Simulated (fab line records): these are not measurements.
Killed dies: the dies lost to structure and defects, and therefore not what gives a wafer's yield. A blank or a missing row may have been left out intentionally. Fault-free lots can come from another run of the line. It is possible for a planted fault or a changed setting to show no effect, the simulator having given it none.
Chamber matching -- flow n5-finfet -- N5_BEOL_M12_DESCUM_33 on rie-diel-01 has 4 sister chambers
The step chemistry O2, time 7.9 s. 8 wafers are shown with their chamber, then 10 later ones without.

== EACH WAFER AND ITS CHAMBER ==
wafer,chamber,showerhead-plenum-p-Torr (Torr),drypump-motor-current-A (A)
L078.6,1,2.18,5.8
L077.1,2,2.06,5.1
L082.4,3,2.01,5.1
L080.1,0,2.16,6.2
L080.3,1,2.18,5.8
L080.6,3,2.01,5.0
L093.3,0,2.15,6.2
L093.4,2,2.05,5.1

== WAFERS WITHOUT THEIR CHAMBER ==
wafer,showerhead-plenum-p-Torr (Torr),drypump-motor-current-A (A)
L093.6,2.05,5.1
L090.1,2.00,5.0
L090.3,2.05,5.1
L090.5,2.00,5.1
L096.2,2.00,5.1
L096.3,2.05,5.1
L096.4,2.16,5.8
L097.1,2.14,6.2
L097.4,2.16,5.8
L097.6,2.14,6.2

== WHICH CHAMBER EACH WENT THROUGH ==
wafer,from the rows above,in truth
L093.6,2,2
L090.1,3,3
L090.3,2,2
L090.5,3,3
L096.2,3,3
L096.3,2,2
L096.4,1,1
L097.1,0,0
L097.4,1,1
L097.6,0,0
10 of 10 placed correctly. Left unplaced by these rows: 0. Wrongly placed: 0.
How it was worked out, from the rows above alone: a wafer's distance from a chamber is the root of the sum, over the readings, of the square of ((its reading less the chamber's mean) divided by the reading's scatter). The wafer belongs to the nearest chamber; if the next one is less than 2 further off, it can't be placed. For every chamber, the mean is computed from those of its wafers that are shown. The scatter is the square root of a quotient: the sum, over the shown wafers, of each reading's squared deviation from its chamber's mean, divided by wafers minus chambers.
